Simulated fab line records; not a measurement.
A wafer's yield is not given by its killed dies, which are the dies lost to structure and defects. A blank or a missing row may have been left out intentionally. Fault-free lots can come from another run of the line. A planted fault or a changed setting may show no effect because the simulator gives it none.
fab line records -- flow nand_harc
record: lots: 6, wafers: 18, last_day: 32
route steps=1302 shown A_BLC@1119 END@1302
lots that met no fault: from a run of the same line without faults
start_h: start of the lot's first displayed wafer, in hours after the record's first day -- wait_h: hours from the lot's prior step to this one -- " the same as in the row above -- L1.1+2: several wafers, shown together as one row -- - value missing, or start not given -- * or withheld: withheld -- < > ~ a bound
route shown NAME@n: a module of which the file shows steps, and the number in the route of the first -- usual: mean/standard deviation taken from wafers without a fault -- same: alike in all rows -- chamber/n: place in a boat -- sites: per-site readings -- _std_site: the standard deviation of these -- _edge_site: the outer-site mean with the inner-site mean subtracted -- radius_mm: for every site, how far away it sits from the centre of the wafer -- mask NAME#n: copy n -- behind: the tool/chamber that last shaped the wafer -- hold: the reason the lot was held/the length of the hold in hours/how it ended -- device: which transistor (n, p or np) failed to switch -- end of line: tests of these same wafers at the route's end -- for a step that has no rows: nothing shown but its recipe -- killed: count of dies lost to structure and defects at first sort (not the wafer's yield) -- map: the dies of a wafer, with x for killed, . for not killed, _ for no die there
set.NAME: the setting that was run; set.NAME@STEP: the one run at that earlier step -- model.NAME: the simulator's own value behind a step, which no gauge read
certain route steps with their lots: each step a table, each wafer a row
services: from which hour (start_h, from the record's first day; less than 0 if before it) a tool's chamber was out of use, for how many hours, and why
== steps ==
step: NHARC_A_BLC_INSPECT_12
usual: raw_defect_count: 89/31
lot.wafer,tool,chamber,start_h,wait_h,raw_defect_count
L935.2,defect_inspect-01,-,532.91,0.0,95
L935.3,defect_inspect-01,-,532.91,0.0,116
L935.6,defect_inspect-01,-,532.91,0.0,96
L943.3,defect_inspect-02,-,617.65,0.0,66
L943.4,defect_inspect-02,-,617.65,0.0,79
L943.6,defect_inspect-02,-,617.65,0.0,80
L946.2,defect_inspect-01,-,632.12,0.0,46
L946.5,defect_inspect-01,-,632.12,0.0,42
L946.6,defect_inspect-01,-,632.12,0.0,49
L948.2,defect_inspect-02,-,654.47,0.0,94
L948.3,defect_inspect-02,-,654.47,0.0,108
L948.6,defect_inspect-02,-,654.47,0.0,95
L954.1,defect_inspect-01,-,721.33,0.0,81
L954.3,defect_inspect-01,-,721.33,0.0,85
L954.4,defect_inspect-01,-,721.33,0.0,85
L956.2,defect_inspect-01,-,728.85,0.0,81
L956.5,defect_inspect-01,-,728.85,0.0,78
L956.6,defect_inspect-01,-,728.85,0.0,76
step: NHARC_A_BLC_DESCUM_15
recipe: time_s: 3, o2_flow_sccm: 200, ar_flow_sccm: 0, bias_power_w: 0, chemistry: O2
usual: drypump_motor_current_A: 5.7/0.54, mfc_ar_sccm: 0.010/0.011, oes_product_au: 1.003/0.01, rf_vpp_V: 57.7/0.95, showerhead_plenum_p_Torr: 1.89/0.084, throttle_valve_pct: 11.310/0.0077
lot.wafer,tool,chamber,start_h,wait_h,drypump_motor_current_A,mfc_ar_sccm,oes_product_au,rf_hours_counter_h,rf_vpp_V,showerhead_plenum_p_Torr,throttle_valve_pct
L935.3,rie_diel-13,3,532.98,0.1,6.3,0,0.999,0,58.3,2.03,11.310
L935.2,rie_diel-13,1,532.98,0.1,6.3,0,1.006,0,57.9,1.95,11.295
L935.6,rie_diel-13,2,532.98,0.1,5.5,0.019,0.997,-,56.3,1.77,11.311
L943.3,rie_diel-13,2,617.71,0.1,5.4,0.019,0.988,6,57.3,1.77,11.305
L943.4,rie_diel-13,0,617.71,0.1,5.4,0.029,1.023,5,57.0,1.85,11.294
L943.6,rie_diel-13,2,617.71,0.1,5.4,0.019,0.989,-,57.4,1.77,11.309
L946.2,rie_diel-11,3,632.18,0.1,6.4,0.005,0.992,1,57.0,1.86,11.307
L946.6,rie_diel-11,3,632.18,0.1,6.4,0.005,1.007,-,56.2,1.86,11.304
L946.5,rie_diel-11,0,632.18,0.1,5.4,0.011,1.018,-,59.3,1.95,11.317
L948.2,rie_diel-11,0,654.55,0.1,5.4,0.011,1.012,3,59.0,1.95,11.317
L948.3,rie_diel-11,1,654.55,0.1,5.5,0.022,1.013,3,58.9,1.78,11.312
L948.6,rie_diel-11,2,654.55,0.1,4.8,0,0.998,-,59.1,1.92,11.311
L954.1,rie_diel-13,3,721.39,0.1,6.3,0,1.001,1,59.3,2.02,11.304
L954.3,rie_diel-13,0,721.39,0.1,5.4,0.029,0.990,1,57.0,1.85,11.315
L954.4,rie_diel-13,2,721.39,0.1,5.5,0.019,1.003,2,57.4,1.77,11.319
L956.2,rie_diel-11,0,728.91,0.1,5.4,0.011,1.013,9,58.1,1.95,11.321
L956.5,rie_diel-11,0,728.91,0.1,5.4,0.011,1.013,-,57.3,1.95,11.313
L956.6,rie_diel-11,1,728.91,0.1,5.5,0.022,1.010,-,57.5,1.78,11.315
step: NHARC_A_BLC_ETCH_16
recipe: target_depth_a: 390, over_etch_frac: 0.3, time_s: 65, ion_energy_ev: 80, cf4_flow_sccm: 150, ar_flow_sccm: 0, rf_w: 300, bias_w: 100, chemistry: CF4
usual: drypump_motor_current_A: 5.7/0.54, mfc_ar_sccm: 0.010/0.011, oes_product_au: 1.002/0.011, rf_vpp_V: 150.9/1.3, showerhead_plenum_p_Torr: 1.75/0.075, throttle_valve_pct: 13.283/0.009
lot.wafer,tool,chamber,start_h,wait_h,drypump_motor_current_A,mfc_ar_sccm,oes_product_au,rf_hours_counter_h,rf_vpp_V,showerhead_plenum_p_Torr,throttle_valve_pct
L935.2,rie_diel-13,3,533.07,0.1,6.3,0,0.984,0,152.6,1.87,13.276
L935.3,rie_diel-13,2,533.07,0.1,5.4,0.019,0.985,0,149.9,1.65,13.289
L935.6,rie_diel-13,2,533.07,0.1,5.4,0.019,0.998,-,150.1,1.65,13.279
L943.3,rie_diel-13,3,617.80,0.1,6.3,0,0.992,6,153.1,1.87,13.276
L943.4,rie_diel-13,0,617.80,0.1,5.4,0.029,1.006,5,151.4,1.71,13.283
L943.6,rie_diel-13,2,617.80,0.1,5.4,0.019,0.987,-,150.6,1.65,13.283
L946.2,rie_diel-11,3,632.26,0.1,6.4,0.005,1.005,1,149.7,1.72,13.279
L946.5,rie_diel-11,3,632.26,0.1,6.4,0.005,1.005,-,150.9,1.72,13.280
L946.6,rie_diel-11,0,632.26,0.1,5.4,0.011,1.020,-,151.1,1.80,13.279
L948.3,rie_diel-11,2,654.61,0.1,4.8,0,0.984,3,149.5,1.77,13.285
L948.2,rie_diel-11,3,654.61,0.1,6.4,0.005,1.011,3,150.3,1.72,13.283
L948.6,rie_diel-11,2,654.61,0.1,4.8,0,0.992,-,150.7,1.77,13.285
L954.1,rie_diel-13,2,721.47,0.1,5.5,0.019,0.996,2,149.5,1.64,13.292
L954.4,rie_diel-13,3,721.47,0.1,6.3,0,0.994,1,151.5,1.86,13.284
L954.3,rie_diel-13,1,721.47,0.1,6.4,0,1.007,2,153.1,1.79,13.285
L956.2,rie_diel-11,3,729.01,0.1,6.4,0.005,0.991,9,150.4,1.72,13.292
L956.5,rie_diel-11,1,729.01,0.1,5.5,0.022,1.009,-,150.6,1.65,13.285
L956.6,rie_diel-11,2,729.01,0.1,4.8,0,0.981,-,151.4,1.77,13.276
step: NHARC_A_BLC_ETCH_17
recipe: target_depth_a: 3900, over_etch_frac: 0.25, time_s: 609.38, ion_energy_ev: 200, n2_flow_sccm: 150, h2_flow_sccm: 150, ar_flow_sccm: 0, rf_w: 400, bias_w: 150, chemistry: N2/H2
step: NHARC_A_BLC_ETCH_18
recipe: target_depth_a: 9100, c4f8_flow_sccm: 20, o2_flow_sccm: 10, ar_flow_sccm: withheld, rf_w: 600, bias_w: 1500, chemistry: C4F8/O2/Ar
step: NHARC_A_BLC_CD_MEAS_19
usual: cd_nm: 100.5/2.1
lot.wafer,tool,chamber,start_h,wait_h,cd_nm
L935.2,cd_sem-03,-,534.13,-,97.8
L935.3,cd_sem-03,-,534.13,-,100.4
L935.6,cd_sem-03,-,534.13,-,102.3
L943.3,cd_sem-02,-,618.68,-,99.5
L943.4,cd_sem-02,-,618.68,-,102.9
L943.6,cd_sem-02,-,618.68,-,100.2
L946.2,cd_sem-03,-,633.15,-,99.2
L946.5,cd_sem-03,-,633.15,-,102.1
L946.6,cd_sem-03,-,633.15,-,101.8
L948.2,cd_sem-01,-,655.49,-,100.6
L948.3,cd_sem-01,-,655.49,-,101.1
L948.6,cd_sem-01,-,655.49,-,104.8
L954.1,cd_sem-01,-,722.36,-,99.4
L954.3,cd_sem-01,-,722.36,-,100.4
L954.4,cd_sem-01,-,722.36,-,105.0
L956.2,cd_sem-01,-,729.97,-,102.0
L956.5,cd_sem-01,-,729.97,-,100.7
L956.6,cd_sem-01,-,729.97,-,101.4
step: NHARC_A_BLC_STRIP_29
recipe: cf4_flow_sccm: 150, ar_flow_sccm: 0, bias_w: 0, chemistry: CF4
usual: drypump_motor_current_A: 5.8/0.5, mfc_ar_sccm: 0.011/0.011, oes_product_au: 1.000/0.011, rf_vpp_V: 59.3/0.95, showerhead_plenum_p_Torr: 1.75/0.078, throttle_valve_pct: 13.284/0.0091
lot.wafer,tool,chamber,start_h,wait_h,drypump_motor_current_A,mfc_ar_sccm,oes_product_au,rf_hours_counter_h,rf_vpp_V,showerhead_plenum_p_Torr,throttle_valve_pct
L935.3,rie_diel-13,3,534.21,0.1,6.3,0,0.988,1,60.0,1.87,13.304
L935.2,rie_diel-13,1,534.21,0.1,6.3,0,1.010,1,59.8,1.80,13.289
L935.6,rie_diel-13,2,534.21,0.1,5.4,0.019,0.985,-,59.2,1.65,13.298
L943.4,rie_diel-11,0,618.76,0.1,5.4,0.011,1.013,0,59.9,1.80,13.277
L943.3,rie_diel-11,2,618.76,0.1,4.8,0,0.989,0,60.2,1.77,13.283
L943.6,rie_diel-11,3,618.76,0.1,6.4,0.005,1.009,-,57.4,1.72,13.282
L946.2,rie_diel-13,0,633.24,0.1,5.4,0.029,1.003,7,59.7,1.71,13.276
L946.5,rie_diel-13,2,633.24,0.1,5.5,0.019,0.996,-,58.4,1.65,13.291
L946.6,rie_diel-13,3,633.24,0.1,6.2,0,0.988,-,59.9,1.87,13.269
L948.2,rie_diel-01,2,655.57,0.1,6.0,0,0.993,32,60.2,1.79,13.288
L948.3,rie_diel-01,3,655.57,0.1,5.3,0.005,1.005,23,59.2,1.68,13.272
L948.6,rie_diel-01,2,655.57,0.1,6.0,0,0.996,-,60.2,1.79,13.287
L954.1,rie_diel-01,3,722.45,0.1,5.3,0.005,1.015,47,59.3,1.68,13.287
L954.3,rie_diel-01,0,722.45,0.1,6.0,0.025,1.004,57,59.2,1.72,13.287
L954.4,rie_diel-01,0,722.45,0.1,6.0,0.025,0.998,-,59.6,1.72,13.271
L956.2,rie_diel-13,3,730.05,0.1,6.3,0,1.001,2,59.8,1.86,13.289
L956.5,rie_diel-13,2,730.05,0.1,5.5,0.019,0.988,-,57.4,1.64,13.300
L956.6,rie_diel-13,3,730.05,0.1,6.3,0,0.998,-,60.1,1.86,13.288
step: NHARC_A_BLC_STRIP_21
recipe: o2_flow_sccm: 500, ar_flow_sccm: 0, bias_w: 0, chemistry: O2
step: NHARC_A_BLC_STRIP_22
recipe: time_s: 600, temp_c: 30, chemistry: post_etch_residue_remover
step: NHARC_A_BLC_DEGAS_30
recipe: temp_c: 300, time_s: 60
step: NHARC_A_BLC_PRE_CLEAN_31
recipe: time_s: 15, bias_v: 250, gas: Ar
step: NHARC_A_BLC_PVD_32
recipe: target_thk_a: 50, chamber_pressure_pa: 5, power_w: 5000, substrate_temp_c: 200, time_s: 17.7, material: Ti
usual: cathode_dc_power_W: 5000.2/0.91, throttle_valve_pct: 30.3/1
lot.wafer,tool,chamber,start_h,wait_h,cathode_dc_power_W,throttle_valve_pct
L935.3,pvd_sputter-01,-,-,-,5000.9,30.3
L935.2,pvd_sputter-01,-,-,-,4998.6,30.2
L935.6,pvd_sputter-01,-,-,-,4999.9,32.2
L943.4,pvd_sputter-03,-,-,-,5000.9,29.0
L943.3,pvd_sputter-03,-,-,-,4998.4,30.0
L943.6,pvd_sputter-03,-,-,-,5000.4,30.0
L946.2,pvd_sputter-01,-,-,-,4999.6,30.5
L946.6,pvd_sputter-01,-,-,-,4999.8,30.7
L946.5,pvd_sputter-01,-,-,-,5000.0,31.9
L948.3,pvd_sputter-01,-,-,-,5001.4,28.3
L948.2,pvd_sputter-01,-,-,-,4997.7,29.8
L948.6,pvd_sputter-01,-,-,-,5000.7,27.9
L954.3,pvd_sputter-01,-,-,-,5001.4,30.5
L954.4,pvd_sputter-01,-,-,-,4999.3,32.0
L954.1,pvd_sputter-01,-,-,-,5000.3,27.9
L956.2,pvd_sputter-02,-,-,-,5000.6,31.4
L956.6,pvd_sputter-02,-,-,-,4999.0,30.7
L956.5,pvd_sputter-02,-,-,-,5001.0,31.3
step: NHARC_A_BLC_ALD_23
recipe: target_thk_a: 30, pulse_time_s: 1, ald_cycles: 150, temp_c: 450, material: TiN
usual: ald_cycles: 150/0, heater_power_w: 1034/99, precursor_pulse_height_rel: 0.996/0.021
lot.wafer,tool,chamber,start_h,wait_h,ald_cycles,heater_power_w,precursor_pulse_height_rel
L935.2,ald_metal-01,1,535.01,-,150,1122,0.998
L935.3,ald_metal-01,2,535.01,-,150,1065,0.989
L935.6,ald_metal-01,2,535.01,-,150,1086,1.009
L943.3,ald_metal-01,1,619.51,-,150,1117,1.018
L943.4,ald_metal-01,2,619.51,-,150,1049,1.000
L943.6,ald_metal-01,2,619.51,-,150,1051,1.031
L946.2,ald_metal-01,3,634.03,-,69,930,1.010
L946.6,ald_metal-01,1,634.03,-,150,1121,0.970
L946.5,ald_metal-01,2,634.03,-,150,1020,1.007
L948.3,ald_metal-01,3,656.37,-,69,902,0.979
L948.2,ald_metal-01,0,656.37,-,69,1201,1.031
L948.6,ald_metal-01,1,656.37,-,150,1097,0.979
L954.3,ald_metal-04,3,723.24,-,150,967,1.029
L954.1,ald_metal-04,0,723.24,-,150,1135,0.986
L954.4,ald_metal-04,1,723.24,-,150,1156,0.952
L956.2,ald_metal-03,2,730.88,-,150,1120,0.999
L956.5,ald_metal-03,3,730.88,-,150,1073,0.994
L956.6,ald_metal-03,0,730.88,-,150,1161,0.979
step: NHARC_A_BLC_CVD_24
recipe: target_thk_a: 1500, temp_c: 300, pressure_torr: 40, wf6_flow_sccm: 40, h2_flow_sccm: 1600, ar_flow_sccm: 1560, time_s: 434, material: W
usual: heater_power_w: 476/25, mfc_ar_sccm: 1560/5.1, throttle_valve_pct: 7.86/0.18
lot.wafer,tool,chamber,start_h,wait_h,heater_power_w,mfc_ar_sccm,throttle_valve_pct
L935.2,cvd_w-01,0,-,-,432,1558,7.90
L935.3,cvd_w-01,1,-,-,468,1562,7.99
L935.6,cvd_w-01,0,-,-,437,1560,8.11
L943.4,cvd_w-02,1,-,-,492,1567,8.04
L943.3,cvd_w-02,0,-,-,489,1564,7.89
L943.6,cvd_w-02,1,-,-,477,1554,7.99
L946.2,cvd_w-01,0,-,-,448,1565,7.77
L946.5,cvd_w-01,1,-,-,470,1558,7.72
L946.6,cvd_w-01,0,-,-,444,1564,7.69
L948.2,cvd_w-01,1,-,-,456,1560,7.73
L948.3,cvd_w-01,1,-,-,467,1557,7.85
L948.6,cvd_w-01,1,-,-,457,1560,8.09
L954.1,cvd_w-01,1,-,-,469,1563,8.01
L954.4,cvd_w-01,1,-,-,465,1557,7.93
L954.3,cvd_w-01,0,-,-,446,1562,7.99
L956.2,cvd_w-02,0,-,-,527,1564,7.75
L956.5,cvd_w-02,0,-,-,509,1560,7.67
L956.6,cvd_w-02,1,-,-,500,1557,7.84
step: NHARC_END_SORT_01
recipe: temp_c: 25
usual: killed_at_array: 63/17, killed_at_other: 0.8/1.1, killed_at_periphery: 3.5/3, killed_dies: 67/17, killed_open: 3.1/1.6, killed_short: 2.6/1.4
same: gross_dies: 677
lot.wafer,tool,chamber,start_h,wait_h,killed_at_array,killed_at_other,killed_at_periphery,killed_dies,killed_open,killed_short
L935.2,prober-02,0,573.65,2.8,72,0,3,75,6,5
L935.3,prober-02,0,574.45,3.1,72,0,2,74,2,4
L935.6,prober-02,0,576.86,4.0,69,0,4,73,1,1
L946.2,prober-02,0,676.54,2.8,671,2,4,677,5,3
L946.5,prober-02,0,678.91,3.7,45,2,5,52,3,1
L946.6,prober-02,0,679.69,3.9,48,0,4,52,4,0
L948.2,prober-01,0,699.03,2.8,670,1,6,677,2,0
L948.3,prober-01,0,699.82,3.1,664,2,11,677,3,5
L954.1,prober-02,0,771.10,2.5,61,1,4,66,5,4
L954.3,prober-02,0,772.72,3.1,57,1,5,63,1,2
L954.4,prober-02,0,773.53,3.4,59,0,2,61,1,3
killed by level:class
L935.2 A_CHANNEL_HOLE_D1:chamber_film_flake=24 A_SLIT:chamber_film_flake=18 A_CHANNEL_HOLE_D2:chamber_film_flake=12 A_CONTACT:chamber_film_flake=5 A_M1:chamber_film_flake=4 A_ONON_D2:geometric_particle:open=2 A_CHANNEL_FILL_D2:geometric_particle:short=2 P_GATE:geometric_particle:short=1
L935.3 A_CHANNEL_HOLE_D1:chamber_film_flake=32 A_SLIT:chamber_film_flake=13 A_CHANNEL_HOLE_D2:chamber_film_flake=7 A_CONTACT:chamber_film_flake=4 A_STAIRCASE:chamber_film_flake=4 A_DECK1_JOINT:chamber_film_flake=2 A_M1:chamber_film_flake=2 P_M0:geometric_particle:short=1
L935.6 A_CHANNEL_HOLE_D1:chamber_film_flake=29 A_SLIT:chamber_film_flake=22 A_CHANNEL_HOLE_D2:chamber_film_flake=11 A_M1:chamber_film_flake=5 P_GATE:geometric_particle:open=1 P_GATE:geometric_particle:short=1 P_STI:chamber_film_flake=1 P_M0:chamber_film_flake=1
L946.2 A_BLC:area_ald=625 A_CHANNEL_HOLE_D2:chamber_film_flake=15 A_CHANNEL_HOLE_D1:chamber_film_flake=6 A_CONTACT:chamber_film_flake=5 A_M1:chamber_film_flake=4 P_ZERO_WELL:chamber_film_flake=3 A_CHANNEL_FILL_D1:chamber_film_flake=2 A_STAIRCASE:chamber_film_flake=2
L946.5 A_CHANNEL_HOLE_D2:chamber_film_flake=20 A_CHANNEL_HOLE_D1:chamber_film_flake=5 A_STAIRCASE:chamber_film_flake=4 A_SLIT:chamber_film_flake=4 P_GATE:chamber_film_flake=3 A_CONTACT:geometric_particle:open=2 P_ZERO_WELL:chamber_film_flake=2 A_WL_FILL:chamber_film_flake=2
L946.6 A_CHANNEL_HOLE_D2:chamber_film_flake=23 A_SLIT:chamber_film_flake=6 A_CHANNEL_HOLE_D1:chamber_film_flake=5 A_CONTACT:chamber_film_flake=3 A_M1:chamber_film_flake=3 P_GATE:chamber_film_flake=2 P_CONTACT:geometric_particle:open=1 A_CHANNEL_HOLE_D2:geometric_particle:open=1
L948.2 A_BLC:area_ald=600 A_SLIT:chamber_film_flake=37 A_CHANNEL_HOLE_D2:chamber_film_flake=12 A_CHANNEL_HOLE_D1:chamber_film_flake=5 A_STAIRCASE:chamber_film_flake=5 A_CONTACT:chamber_film_flake=3 P_BONDPAD:chamber_film_flake=2 A_CHANNEL_FILL_D2:chamber_film_flake=2
L948.3 A_BLC:area_ald=577 A_SLIT:chamber_film_flake=32 A_CHANNEL_HOLE_D2:chamber_film_flake=21 A_CONTACT:chamber_film_flake=9 P_BONDPAD:chamber_film_flake=5 P_M1:chamber_film_flake=4 A_CHANNEL_HOLE_D1:chamber_film_flake=4 A_M0:chamber_film_flake=4
L954.1 A_CHANNEL_HOLE_D2:chamber_film_flake=21 A_CHANNEL_HOLE_D1:chamber_film_flake=11 A_CONTACT:chamber_film_flake=9 A_SLIT:chamber_film_flake=9 A_STAIRCASE:chamber_film_flake=3 P_GATE:chamber_film_flake=2 P_M0:geometric_particle:open=1 P_M1:geometric_particle:short=1
L954.3 A_CHANNEL_HOLE_D2:chamber_film_flake=25 A_CONTACT:chamber_film_flake=10 A_CHANNEL_HOLE_D1:chamber_film_flake=8 A_SLIT:chamber_film_flake=5 P_GATE:chamber_film_flake=4 A_STAIRCASE:chamber_film_flake=4 P_M0:geometric_particle:open=1 A_SOURCE_PLATE:geometric_particle:short=1
L954.4 A_CHANNEL_HOLE_D2:chamber_film_flake=28 A_CONTACT:chamber_film_flake=10 A_CHANNEL_HOLE_D1:chamber_film_flake=8 A_STAIRCASE:chamber_film_flake=4 A_SLIT:chamber_film_flake=3 A_ONON_D2:geometric_particle:short=2 P_GATE:chamber_film_flake=2 A_CHANNEL_FILL_D2:geometric_particle:short=1
map L946.2 (x killed, . not)
____________x____________
_________xxxxxxx_________
_______xxxxxxxxxxx_______
______xxxxxxxxxxxxx______
_____xxxxxxxxxxxxxxx_____
____xxxxxxxxxxxxxxxxx____
____xxxxxxxxxxxxxxxxx____
___xxxxxxxxxxxxxxxxxxx___
___xxxxxxxxxxxxxxxxxxx___
__xxxxxxxxxxxxxxxxxxxxx__
__xxxxxxxxxxxxxxxxxxxxx__
_xxxxxxxxxxxxxxxxxxxxxxx_
_xxxxxxxxxxxxxxxxxxxxxxx_
_xxxxxxxxxxxxxxxxxxxxxxx_
_xxxxxxxxxxxxxxxxxxxxxxx_
_xxxxxxxxxxxxxxxxxxxxxxx_
xxxxxxxxxxxxxxxxxxxxxxxxx
xxxxxxxxxxxxxxxxxxxxxxxxx
xxxxxxxxxxxxxxxxxxxxxxxxx
xxxxxxxxxxxxxxxxxxxxxxxxx
xxxxxxxxxxxxxxxxxxxxxxxxx
_xxxxxxxxxxxxxxxxxxxxxxx_
_xxxxxxxxxxxxxxxxxxxxxxx_
_xxxxxxxxxxxxxxxxxxxxxxx_
_xxxxxxxxxxxxxxxxxxxxxxx_
_xxxxxxxxxxxxxxxxxxxxxxx_
__xxxxxxxxxxxxxxxxxxxxx__
__xxxxxxxxxxxxxxxxxxxxx__
___xxxxxxxxxxxxxxxxxxx___
___xxxxxxxxxxxxxxxxxxx___
____xxxxxxxxxxxxxxxxx____
____xxxxxxxxxxxxxxxxx____
_____xxxxxxxxxxxxxxx_____
______xxxxxxxxxxxxx______
_______xxxxxxxxxxx_______
_________xxxxxxx_________
____________x____________
map L948.2 (x killed, . not)
____________x____________
_________xxxxxxx_________
_______xxxxxxxxxxx_______
______xxxxxxxxxxxxx______
_____xxxxxxxxxxxxxxx_____
____xxxxxxxxxxxxxxxxx____
____xxxxxxxxxxxxxxxxx____
___xxxxxxxxxxxxxxxxxxx___
___xxxxxxxxxxxxxxxxxxx___
__xxxxxxxxxxxxxxxxxxxxx__
__xxxxxxxxxxxxxxxxxxxxx__
_xxxxxxxxxxxxxxxxxxxxxxx_
_xxxxxxxxxxxxxxxxxxxxxxx_
_xxxxxxxxxxxxxxxxxxxxxxx_
_xxxxxxxxxxxxxxxxxxxxxxx_
_xxxxxxxxxxxxxxxxxxxxxxx_
xxxxxxxxxxxxxxxxxxxxxxxxx
xxxxxxxxxxxxxxxxxxxxxxxxx
xxxxxxxxxxxxxxxxxxxxxxxxx
xxxxxxxxxxxxxxxxxxxxxxxxx
xxxxxxxxxxxxxxxxxxxxxxxxx
_xxxxxxxxxxxxxxxxxxxxxxx_
_xxxxxxxxxxxxxxxxxxxxxxx_
_xxxxxxxxxxxxxxxxxxxxxxx_
_xxxxxxxxxxxxxxxxxxxxxxx_
_xxxxxxxxxxxxxxxxxxxxxxx_
__xxxxxxxxxxxxxxxxxxxxx__
__xxxxxxxxxxxxxxxxxxxxx__
___xxxxxxxxxxxxxxxxxxx___
___xxxxxxxxxxxxxxxxxxx___
____xxxxxxxxxxxxxxxxx____
____xxxxxxxxxxxxxxxxx____
_____xxxxxxxxxxxxxxx_____
______xxxxxxxxxxxxx______
_______xxxxxxxxxxx_______
_________xxxxxxx_________
____________x____________
== services ==
tool,chamber,start_h,hours,kind
rie_diel-13,1,511.75,4.6,repair
rie_diel-13,-,519.29,9.0,pm
rie_diel-13,0,531.70,7.2,repair
ald_metal-01,-,535.25,10.0,pm
cvd_w-01,-,547.00,13.0,pm
cvd_w-02,-,557.64,0.5,repair
rie_diel-01,-,557.91,9.0,pm
cvd_w-01,-,564.46,0.7,repair
ald_metal-01,-,572.86,0.8,repair
pvd_sputter-01,-,582.09,10.0,pm
ald_metal-01,1,582.28,24.2,repair
rie_diel-13,-,600.70,1.2,repair
rie_diel-11,-,609.53,9.0,pm
cvd_w-02,-,631.00,13.0,pm
rie_diel-01,3,633.26,22.2,repair
ald_metal-01,-,638.24,0.3,repair
rie_diel-11,2,664.23,8.1,repair
ald_metal-01,-,672.23,0.3,repair
pvd_sputter-01,-,681.36,0.6,repair
rie_diel-13,0,684.95,7.3,repair
rie_diel-13,-,696.29,9.0,pm
ald_metal-01,-,713.25,10.0,pm
rie_diel-11,2,720.65,2.5,repair
cvd_w-01,-,728.00,13.0,pm
== key ==
first_sign: step: NHARC_A_BLC_ALD_23, reading: ald_cycles, direction: down, sigmas: 99+, usual: 150, struck: 69
effect: step: NHARC_END_SORT_01, reading: killed_dies, direction: up, sigmas: 35, usual: 67, struck: 677
more_kills_born_at: NHARC_A_BLC_ALD_23@ald_metal-01: 1802
met_at NHARC_A_BLC_ALD_23
struck_wafers L946.2,L948.2,L948.3
later_rows_left_out L946.2,L948.2,L948.3
tester_left_out L946,L948
onset_between 619.51 634.03
fault: kind: process_parameter_drift, tool: ald_metal-01, chamber: -, onset_h: 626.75, steps: NHARC_A_BLC_ALD_23, channel: ald_cycles, offset: -81, shape: step, end_h: 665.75, scope: struck_wafers_only, acts_in: these_recipes_only, stated: 150
tester_left_out: of these lots the tester's yield and bins aren't shown, on N5 and GAA mostly nor the transistor test; their killed dies are dies lost to structure and defects alone, not to doping, threshold or leakage, so they don't give the yield
later_rows_left_out: the simulator's readings of these wafers behind a module that went badly wrong aren't trusted and aren't shown, but for the sort
